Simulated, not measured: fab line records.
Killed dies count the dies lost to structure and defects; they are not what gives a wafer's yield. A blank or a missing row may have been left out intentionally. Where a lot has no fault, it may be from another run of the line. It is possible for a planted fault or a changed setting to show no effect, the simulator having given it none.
fab line records    flow nand_harc
record: lots: 24  wafers: 72  last_day: 35
route steps=1302 shown P_GATE@207 P_M0@269 P_M1@295
lots untouched by any fault: they come from a run of this same line in which no faults occurred
start_h: the number of hours between the record's first day and the start of the first shown wafer of the lot    wait_h: hours elapsed since this lot's preceding step    " unchanged from the row above    L1.1+2: a single row standing in for several wafers    - no value, or no start given    * or withheld: withheld    < > ~ a bound
route shown NAME@n: NAME is a module with steps in the file, n the number in the route of the first one    usual: mean and standard deviation over wafers with no fault    same: alike in all rows    chamber/n: place in a boat    sites: per-site readings    _std_site: standard deviation across them    _edge_site: outer sites' mean less inner sites'    radius_mm: how far each site lies from the wafer's centre    mask NAME#n: copy n    behind: the last tool/chamber to shape the wafer    hold: cause of the lot's hold/its duration in hours/its outcome    device: the n, p or np transistor that did not switch    end of line: the same wafers' tests at the end of the route    a step with no rows: only its recipe    killed: dies that structure and defects cost at the first sort, which is not the same as the wafer's yield    map: shows each die of a wafer: x if killed, . if not, _ if none is there
set.NAME: the setting that was run; set.NAME@STEP: the one run at that earlier step    model.NAME: the simulator's own value behind a step, which no gauge read
one table for each step of the route and one row for each wafer, over a sample of lots
services: the hour from which a tool's chamber was out of use, counted from the record's first day as start_h (under 0 if before that day), plus the number of hours and why
== steps ==
step: NHARC_P_GATE_RTA_64
recipe: temp_c: 1050  time_s: 1
usual: lamp_power_pct: 31.8/1.2  lamp_zone_6_pct: 31.7/1.2  wafer_temp_C_max: 1056.9/1.2
lot.wafer  tool           chamber  start_h  wait_h  lamp_power_pct  lamp_zone_6_pct  wafer_temp_C_max
L074.2     rtp_anneal-02  0        115.18   -       30.8            30.8             1058.9
L074.5     "              0        "        "       30.8            30.8             1058.0
L074.6     "              0        "        "       30.8            30.8             1056.4
L075.3     rtp_anneal-01  0        122.06   -       33.3            33.2             1056.6
L075.4     "              0        "        "       33.3            33.3             1056.6
L075.6     "              0        "        "       33.3            33.3             1055.7
L076.2     rtp_anneal-02  0        131.39   -       30.9            30.8             1057.2
L076.4     "              0        "        "       30.9            30.8             1055.6
L076.5     "              0        "        "       30.8            30.8             1057.8
L077.1     rtp_anneal-02  0        144.94   -       30.8            30.8             1055.5
L077.2     "              0        "        "       30.8            30.7             1058.3
L077.3     "              0        "        "       30.9            30.8             1056.5
L078.1     rtp_anneal-01  0        152.66   -       33.4            33.2             1057.3
L078.2     "              0        "        "       33.4            33.2             1056.1
L078.3     "              0        "        "       33.3            33.3             1056.9
L079.2     rtp_anneal-02  0        167.51   -       30.8            30.7             1056.8
L079.4     "              0        "        "       30.8            30.7             1056.6
L079.5     "              0        "        "       30.8            30.8             1056.5
L080.1     rtp_anneal-01  0        176.96   -       33.3            33.3             1057.9
L080.2     "              0        "        "       33.3            33.2             1055.9
L080.5     "              0        "        "       33.3            33.3             1055.1
L081.1     rtp_anneal-02  0        181.15   -       30.9            30.8             1059.1
L081.4     "              0        "        "       30.8            30.8             1056.7
L081.5     "              0        "        "       30.8            30.8             1056.6
L082.1     rtp_anneal-02  0        204.86   -       30.8            30.8             1059.8
L082.2     "              0        "        "       30.8            30.8             1055.3
L082.6     "              0        "        "       30.8            30.8             1057.4
L083.2     rtp_anneal-01  0        208.82   -       33.3            33.3             1054.7
L083.5     "              0        "        "       33.4            33.3             1056.9
L083.6     "              0        "        "       33.2            33.3             1055.3
L084.2     rtp_anneal-02  0        217.32   -       30.8            30.8             1057.0
L084.4     "              0        "        "       30.8            30.8             1055.8
L084.6     "              0        "        "       30.9            30.8             1056.3
L085.3     rtp_anneal-02  0        221.56   -       30.8            30.8             1057.8
L085.5     "              0        "        "       30.8            30.8             1056.8
L085.6     "              0        "        "       30.8            30.8             1056.9
L086.2     rtp_anneal-02  0        230.74   -       30.9            30.7             1056.9
L086.3     "              0        "        "       30.8            30.8             1057.3
L086.5     "              0        "        "       30.8            30.8             1057.2
L087.2     rtp_anneal-01  0        259.00   -       33.3            33.4             1055.5
L087.3     "              0        "        "       33.3            33.2             1057.1
L087.5     "              0        "        "       33.3            33.3             1056.0
L089.1     rtp_anneal-01  0        259.28   -       33.4            33.3             1058.6
L089.5     "              0        "        "       33.3            33.2             1057.4
L089.6     "              0        "        "       33.3            33.3             1056.9
L088.1     rtp_anneal-02  0        260.36   -       30.8            30.9             1057.4
L088.2     "              0        "        "       30.9            30.8             1057.6
L088.4     "              0        "        "       30.8            30.8             1055.4
L090.2     rtp_anneal-02  0        275.10   -       30.9            30.8             1059.2
L090.3     "              0        "        "       30.8            30.8             1057.6
L090.6     "              0        "        "       30.8            30.8             1055.2
L091.1     rtp_anneal-01  0        283.74   -       33.3            33.3             1055.4
L091.4     "              0        "        "       33.3            33.3             1055.4
L091.5     "              0        "        "       33.4            33.2             1057.1
L092.1     rtp_anneal-02  0        303.38   -       30.9            30.8             1057.8
L092.3     "              0        "        "       30.8            30.8             1058.2
L092.5     "              0        "        "       30.8            30.8             1056.7
L093.3     rtp_anneal-01  0        307.06   -       33.4            33.3             1055.5
L093.5     "              0        "        "       33.3            33.3             1053.7
L093.6     "              0        "        "       33.3            33.3             1057.6
L094.2     rtp_anneal-02  0        312.95   -       30.8            30.8             1055.4
L094.4     "              0        "        "       30.8            30.8             1056.4
L094.5     "              0        "        "       30.8            30.8             1056.1
L095.3     rtp_anneal-02  0        329.93   -       30.8            30.8             1058.6
L095.5     "              0        "        "       30.8            30.8             1057.6
L095.6     "              0        "        "       30.8            30.8             1055.0
L096.2     rtp_anneal-01  0        330.24   -       33.4            33.3             1059.5
L096.3     "              0        "        "       33.3            33.3             1057.5
L096.5     "              0        "        "       33.3            33.3             1055.7
L097.2     rtp_anneal-02  0        346.07   -       30.8            30.8             1056.0
L097.3     "              0        "        "       30.8            30.8             1058.7
L097.4     "              0        "        "       30.8            30.8             1055.9
step: NHARC_P_GATE_DEGAS_109
recipe: temp_c: 300  time_s: 60
usual: heater_power_w: 457/49
lot.wafer  tool            chamber  start_h  wait_h  heater_power_w
L074.2     pvd_sputter-01  -        115.45   0.1     508
L074.5     "               -        "        "       520
L074.6     "               -        "        "       389
L075.3     pvd_sputter-03  -        122.32   0.1     411
L075.4     "               -        "        "       469
L075.6     "               -        "        "       413
L076.4     pvd_sputter-01  -        131.66   0.1     527
L076.2     "               -        "        "       414
L076.5     "               -        "        "       384
L077.1     pvd_sputter-02  -        145.27   0.1     546
L077.2     "               -        "        "       476
L077.3     "               -        "        "       431
L078.1     pvd_sputter-02  -        152.96   0.1     493
L078.2     "               -        "        "       535
L078.3     "               -        "        "       474
L079.4     pvd_sputter-02  -        167.78   0.1     536
L079.2     "               -        "        "       485
L079.5     "               -        "        "       535
L080.1     pvd_sputter-01  -        177.27   0.1     470
L080.2     "               -        "        "       410
L080.5     "               -        "        "       383
L081.4     pvd_sputter-01  -        181.46   0.1     381
L081.1     "               -        "        "       461
L081.5     "               -        "        "       518
L082.2     pvd_sputter-01  -        205.17   0.1     455
L082.1     "               -        "        "       499
L082.6     "               -        "        "       459
L083.2     pvd_sputter-03  -        209.11   0.1     427
L083.6     "               -        "        "       396
L083.5     "               -        "        "       459
L084.4     pvd_sputter-01  -        217.61   0.1     384
L084.2     "               -        "        "       466
L084.6     "               -        "        "       511
L085.3     pvd_sputter-03  -        221.84   0.1     407
L085.5     "               -        "        "       459
L085.6     "               -        "        "       430
L086.2     pvd_sputter-02  -        231.01   0.1     443
L086.3     "               -        "        "       539
L086.5     "               -        "        "       428
L087.2     pvd_sputter-01  -        259.28   0.1     376
L087.3     "               -        "        "       404
L087.5     "               -        "        "       490
L089.1     pvd_sputter-02  -        259.60   0.1     432
L089.5     "               -        "        "       472
L089.6     "               -        "        "       501
L088.1     pvd_sputter-03  -        260.66   0.1     440
L088.4     "               -        "        "       507
L088.2     "               -        "        "       466
L090.2     pvd_sputter-03  -        275.39   0.1     404
L090.3     "               -        "        "       465
L090.6     "               -        "        "       501
L091.1     pvd_sputter-03  -        284.05   0.1     386
L091.4     "               -        "        "       467
L091.5     "               -        "        "       394
L092.1     pvd_sputter-02  -        303.68   0.1     476
L092.3     "               -        "        "       488
L092.5     "               -        "        "       435
L093.3     pvd_sputter-01  -        307.32   0.1     485
L093.6     "               -        "        "       502
L093.5     "               -        "        "       376
L094.2     pvd_sputter-01  -        313.22   0.1     506
L094.4     "               -        "        "       481
L094.5     "               -        "        "       381
L095.3     pvd_sputter-03  -        330.18   0.1     511
L095.6     "               -        "        "       497
L095.5     "               -        "        "       405
L096.3     pvd_sputter-02  -        330.53   0.1     426
L096.2     "               -        "        "       528
L096.5     "               -        "        "       489
L097.4     pvd_sputter-01  -        346.35   0.1     512
L097.2     "               -        "        "       383
L097.3     "               -        "        "       493
step: NHARC_P_GATE_RTA_80
recipe: temp_c: 300  time_s: 30
usual: wafer_temp_C_max: 302.0/0.43
lot.wafer  tool           chamber  start_h  wait_h  wafer_temp_C_max
L074.2     rtp_anneal-02  0        115.80   -       303.2
L074.5     "              0        "        "       302.2
L074.6     "              0        "        "       302.1
L075.3     rtp_anneal-02  0        122.66   -       302.6
L075.4     "              0        "        "       301.9
L075.6     "              0        "        "       302.2
L076.2     rtp_anneal-01  0        132.00   -       301.8
L076.4     "              0        "        "       301.3
L076.5     "              0        "        "       302.0
L077.1     rtp_anneal-02  0        145.57   -       302.8
L077.2     "              0        "        "       302.3
L077.3     "              0        "        "       302.0
L078.1     rtp_anneal-02  0        153.26   -       302.8
L078.2     "              0        "        "       301.9
L078.3     "              0        "        "       301.9
L079.2     rtp_anneal-01  0        168.12   -       301.3
L079.4     "              0        "        "       301.7
L079.5     "              0        "        "       302.9
L080.1     rtp_anneal-01  0        177.56   -       301.4
L080.2     "              0        "        "       301.6
L080.5     "              0        "        "       301.6
L081.1     rtp_anneal-01  0        181.75   -       301.7
L081.4     "              0        "        "       302.6
L081.5     "              0        "        "       301.4
L082.1     rtp_anneal-01  0        205.46   -       301.7
L082.2     "              0        "        "       301.9
L082.6     "              0        "        "       301.8
L083.2     rtp_anneal-01  0        209.42   -       302.0
L083.5     "              0        "        "       301.9
L083.6     "              0        "        "       302.2
L084.2     rtp_anneal-02  0        218.10   -       302.4
L084.4     "              0        "        "       301.7
L084.6     "              0        "        "       302.1
L085.3     rtp_anneal-02  0        222.33   -       301.4
L085.5     "              0        "        "       301.8
L085.6     "              0        "        "       302.6
L086.2     rtp_anneal-02  0        231.34   -       302.1
L086.3     "              0        "        "       302.4
L086.5     "              0        "        "       301.5
L087.2     rtp_anneal-01  0        259.60   -       301.9
L087.3     "              0        "        "       301.9
L087.5     "              0        "        "       301.6
L089.1     rtp_anneal-01  0        259.88   -       301.5
L089.5     "              0        "        "       301.7
L089.6     "              0        "        "       303.1
L088.1     rtp_anneal-01  0        260.96   -       302.1
L088.2     "              0        "        "       301.6
L088.4     "              0        "        "       301.4
L090.2     rtp_anneal-01  0        275.71   -       301.9
L090.3     "              0        "        "       302.5
L090.6     "              0        "        "       301.5
L091.1     rtp_anneal-01  0        284.34   -       301.6
L091.4     "              0        "        "       302.9
L091.5     "              0        "        "       302.2
L092.1     rtp_anneal-01  0        303.98   -       301.7
L092.3     "              0        "        "       302.7
L092.5     "              0        "        "       302.0
L093.3     rtp_anneal-02  0        307.82   -       301.7
L093.5     "              0        "        "       301.7
L093.6     "              0        "        "       302.3
L094.2     rtp_anneal-01  0        313.55   -       302.5
L094.4     "              0        "        "       301.8
L094.5     "              0        "        "       301.9
L095.3     rtp_anneal-01  0        330.53   -       301.7
L095.5     "              0        "        "       301.6
L095.6     "              0        "        "       301.9
L096.2     rtp_anneal-01  0        330.85   -       302.5
L096.3     "              0        "        "       302.5
L096.5     "              0        "        "       301.8
L097.2     rtp_anneal-02  0        346.67   -       301.8
L097.3     "              0        "        "       301.6
L097.4     "              0        "        "       302.1
step: NHARC_P_M0_CD_MEAS_16
usual: cd_nm: 90.0/0.91
lot.wafer  tool       chamber  start_h  wait_h  cd_nm
L074.2     cd_sem-02  -        123.11   -       90.2
L074.5     "          -        "        "       90.5
L074.6     "          -        "        "       90.4
L075.3     cd_sem-03  -        129.70   -       90.3
L075.4     "          -        "        "       88.4
L075.6     "          -        "        "       89.2
L076.2     cd_sem-01  -        138.83   -       89.6
L076.4     "          -        "        "       89.8
L076.5     "          -        "        "       90.8
L077.1     cd_sem-01  -        152.40   -       90.1
L077.2     "          -        "        "       89.0
L077.3     "          -        "        "       88.6
L078.1     cd_sem-02  -        160.33   -       90.0
L078.2     "          -        "        "       89.5
L078.3     "          -        "        "       88.8
L079.2     cd_sem-03  -        175.14   -       89.6
L079.4     "          -        "        "       91.5
L079.5     "          -        "        "       90.7
L080.1     cd_sem-01  -        185.68   -       88.0
L080.2     "          -        "        "       89.0
L080.5     "          -        "        "       89.0
L081.1     cd_sem-01  -        189.06   -       90.9
L081.4     "          -        "        "       90.7
L081.5     "          -        "        "       90.3
L082.1     cd_sem-01  -        212.41   -       89.8
L082.2     "          -        "        "       89.7
L082.6     "          -        "        "       90.4
L083.2     cd_sem-02  -        216.44   -       89.4
L083.5     "          -        "        "       90.0
L083.6     "          -        "        "       89.5
L084.2     cd_sem-01  -        224.90   -       91.6
L084.4     "          -        "        "       89.3
L084.6     "          -        "        "       89.9
L085.3     cd_sem-03  -        229.38   -       88.9
L085.5     "          -        "        "       89.8
L085.6     "          -        "        "       88.0
L086.2     cd_sem-01  -        238.19   -       90.6
L086.3     "          -        "        "       91.8
L086.5     "          -        "        "       91.1
L087.2     cd_sem-02  -        266.56   -       89.8
L087.3     "          -        "        "       90.0
L087.5     "          -        "        "       90.3
L089.1     cd_sem-03  -        266.83   -       90.4
L089.5     "          -        "        "       92.0
L089.6     "          -        "        "       90.6
L088.1     cd_sem-02  -        267.65   -       89.6
L088.2     "          -        "        "       89.6
L088.4     "          -        "        "       91.8
L090.2     cd_sem-03  -        282.34   -       89.9
L090.3     "          -        "        "       89.9
L090.6     "          -        "        "       89.8
L091.1     cd_sem-01  -        291.27   -       90.7
L091.4     "          -        "        "       91.6
L091.5     "          -        "        "       90.4
L092.1     cd_sem-01  -        310.90   -       89.0
L092.3     "          -        "        "       89.0
L092.5     "          -        "        "       89.2
L093.3     cd_sem-02  -        314.43   -       89.8
L093.5     "          -        "        "       89.9
L093.6     "          -        "        "       90.6
L094.2     cd_sem-03  -        320.52   -       89.4
L094.4     "          -        "        "       89.6
L094.5     "          -        "        "       90.6
L095.3     cd_sem-02  -        337.96   -       90.4
L095.5     "          -        "        "       90.8
L095.6     "          -        "        "       91.7
L096.2     cd_sem-01  -        338.12   -       89.6
L096.3     "          -        "        "       90.7
L096.5     "          -        "        "       89.6
L097.2     cd_sem-01  -        353.87   -       88.8
L097.3     "          -        "        "       88.9
L097.4     "          -        "        "       89.1
step: NHARC_P_M0_PVD_20
recipe: target_thk_a: 50  bias_v: 168.6  power_w: 15000  chamber_pressure_pa: 0.12  time_s: 8.06  substrate_temp_c: 50  material: TaN
usual: throttle_valve_pct: 30.3/1.6
lot.wafer  tool            chamber  start_h  wait_h  throttle_valve_pct
L074.2     pvd_sputter-02  -        -        -       28.3
L074.6     "               -        "        "       28.0
L074.5     "               -        "        "       33.1
L075.3     pvd_sputter-02  -        -        -       28.1
L075.4     "               -        "        "       33.2
L075.6     "               -        "        "       27.9
L076.2     pvd_sputter-02  -        -        -       27.9
L076.4     "               -        "        "       27.9
L076.5     "               -        "        "       31.2
L077.1     pvd_sputter-03  -        -        -       30.2
L077.2     "               -        "        "       30.9
L077.3     "               -        "        "       31.0
L078.3     pvd_sputter-03  -        -        -       31.1
L078.2     "               -        "        "       31.0
L078.1     "               -        "        "       30.8
L079.2     pvd_sputter-02  -        -        -       28.1
L079.4     "               -        "        "       30.5
L079.5     "               -        "        "       28.5
L080.1     pvd_sputter-02  -        -        -       33.1
L080.2     "               -        "        "       30.9
L080.5     "               -        "        "       28.2
L081.1     pvd_sputter-02  -        -        -       28.0
L081.4     "               -        "        "       28.1
L081.5     "               -        "        "       28.0
L082.1     pvd_sputter-03  -        -        -       30.5
L082.2     "               -        "        "       30.2
L082.6     "               -        "        "       30.6
L083.2     pvd_sputter-02  -        -        -       28.0
L083.5     "               -        "        "       33.0
L083.6     "               -        "        "       27.8
L084.2     pvd_sputter-01  -        -        -       30.3
L084.4     "               -        "        "       31.4
L084.6     "               -        "        "       30.7
L085.3     pvd_sputter-02  -        -        -       30.9
L085.5     "               -        "        "       33.2
L085.6     "               -        "        "       28.3
L086.2     pvd_sputter-03  -        -        -       30.2
L086.3     "               -        "        "       30.8
L086.5     "               -        "        "       30.5
L087.2     pvd_sputter-03  -        -        -       31.6
L087.3     "               -        "        "       30.7
L087.5     "               -        "        "       31.2
L089.1     pvd_sputter-02  -        -        -       31.0
L089.6     "               -        "        "       27.9
L089.5     "               -        "        "       30.9
L088.4     pvd_sputter-01  -        -        -       31.7
L088.1     "               -        "        "       29.2
L088.2     "               -        "        "       29.2
L090.2     pvd_sputter-01  -        -        -       28.9
L090.3     "               -        "        "       29.4
L090.6     "               -        "        "       32.1
L091.4     pvd_sputter-01  -        -        -       32.1
L091.1     "               -        "        "       30.6
L091.5     "               -        "        "       32.0
L092.1     pvd_sputter-01  -        -        -       30.7
L092.3     "               -        "        "       28.7
L092.5     "               -        "        "       30.9
L093.3     pvd_sputter-02  -        -        -       32.6
L093.6     "               -        "        "       32.8
L093.5     "               -        "        "       28.8
L094.4     pvd_sputter-03  -        -        -       30.1
L094.2     "               -        "        "       30.9
L094.5     "               -        "        "       31.0
L095.3     pvd_sputter-02  -        -        -       30.4
L095.5     "               -        "        "       28.1
L095.6     "               -        "        "       32.8
L096.2     pvd_sputter-03  -        -        -       31.5
L096.3     "               -        "        "       30.4
L096.5     "               -        "        "       31.6
L097.4     pvd_sputter-02  -        -        -       30.6
L097.3     "               -        "        "       28.2
L097.2     "               -        "        "       28.5
step: NHARC_P_M1_CD_MEAS_09
recipe: target_cd_nm: 130  landing_energy_ev: 500
usual: cd_nm: 129.6/0.58
lot.wafer  tool       chamber  start_h  wait_h  cd_nm
L074.2     cd_sem-02  0        126.70   -       129.6
L074.5     "          0        "        "       129.6
L074.6     "          0        "        "       129.2
L075.3     cd_sem-03  0        133.26   -       130.4
L075.4     "          0        "        "       130.2
L075.6     "          0        "        "       129.7
L076.2     cd_sem-01  0        142.39   -       130.5
L076.4     "          0        "        "       129.4
L076.5     "          0        "        "       129.9
L077.1     cd_sem-03  0        156.13   -       129.6
L077.2     "          0        "        "       129.5
L077.3     "          0        "        "       129.7
L078.1     cd_sem-03  0        163.91   -       130.2
L078.2     "          0        "        "       130.4
L078.3     "          0        "        "       130.6
L079.2     cd_sem-02  0        178.58   -       129.8
L079.4     "          0        "        "       129.7
L079.5     "          0        "        "       128.9
L080.1     cd_sem-03  0        189.46   -       130.5
L080.2     "          0        "        "       131.0
L080.5     "          0        "        "       130.1
L081.1     cd_sem-01  0        192.63   -       128.2
L081.4     "          0        "        "       129.2
L081.5     "          0        "        "       128.5
L082.1     cd_sem-01  0        216.08   -       129.5
L082.2     "          0        "        "       129.3
L082.6     "          0        "        "       130.4
L083.2     cd_sem-03  0        220.06   -       129.1
L083.5     "          0        "        "       129.9
L083.6     "          0        "        "       129.4
L084.2     cd_sem-01  0        228.60   -       128.8
L084.4     "          0        "        "       129.8
L084.6     "          0        "        "       128.9
L085.3     cd_sem-01  0        232.92   -       129.1
L085.5     "          0        "        "       129.5
L085.6     "          0        "        "       129.1
L086.2     cd_sem-03  0        241.75   -       129.0
L086.3     "          0        "        "       129.2
L086.5     "          0        "        "       128.9
L087.2     cd_sem-03  0        270.14   -       129.6
L087.3     "          0        "        "       129.7
L087.5     "          0        "        "       130.5
L089.1     cd_sem-01  0        270.50   -       130.3
L089.5     "          0        "        "       130.4
L089.6     "          0        "        "       130.2
L088.1     cd_sem-03  0        271.12   -       130.0
L088.2     "          0        "        "       129.6
L088.4     "          0        "        "       129.1
L090.2     cd_sem-01  0        285.81   -       129.4
L090.3     "          0        "        "       130.3
L090.6     "          0        "        "       130.4
L091.1     cd_sem-01  0        295.24   -       129.9
L091.4     "          0        "        "       130.1
L091.5     "          0        "        "       130.6
L092.1     cd_sem-01  0        314.49   -       130.6
L092.3     "          0        "        "       130.1
L092.5     "          0        "        "       131.1
L093.3     cd_sem-01  0        318.01   -       129.1
L093.5     "          0        "        "       129.6
L093.6     "          0        "        "       129.6
L094.2     cd_sem-02  0        324.07   -       129.5
L094.4     "          0        "        "       129.5
L094.5     "          0        "        "       129.3
L095.3     cd_sem-02  0        341.56   -       130.2
L095.5     "          0        "        "       129.2
L095.6     "          0        "        "       129.7
L096.2     cd_sem-01  0        342.13   -       129.1
L096.3     "          0        "        "       128.6
L096.5     "          0        "        "       128.4
L097.2     cd_sem-02  0        357.54   -       129.3
L097.3     "          0        "        "       129.2
L097.4     "          0        "        "       129.1
== services ==
tool            chamber  start_h  hours  kind
pvd_sputter-02  -        104.05   10.0   pm
pvd_sputter-01  -        122.92   8.7    repair
pvd_sputter-03  -        168.65   0.8    repair
pvd_sputter-03  -        170.06   10.0   pm
pvd_sputter-01  -        226.00   10.0   pm
pvd_sputter-01  -        244.15   6.5    repair
pvd_sputter-02  -        282.05   10.0   pm
pvd_sputter-03  -        286.18   9.4    repair
== key ==
fault none
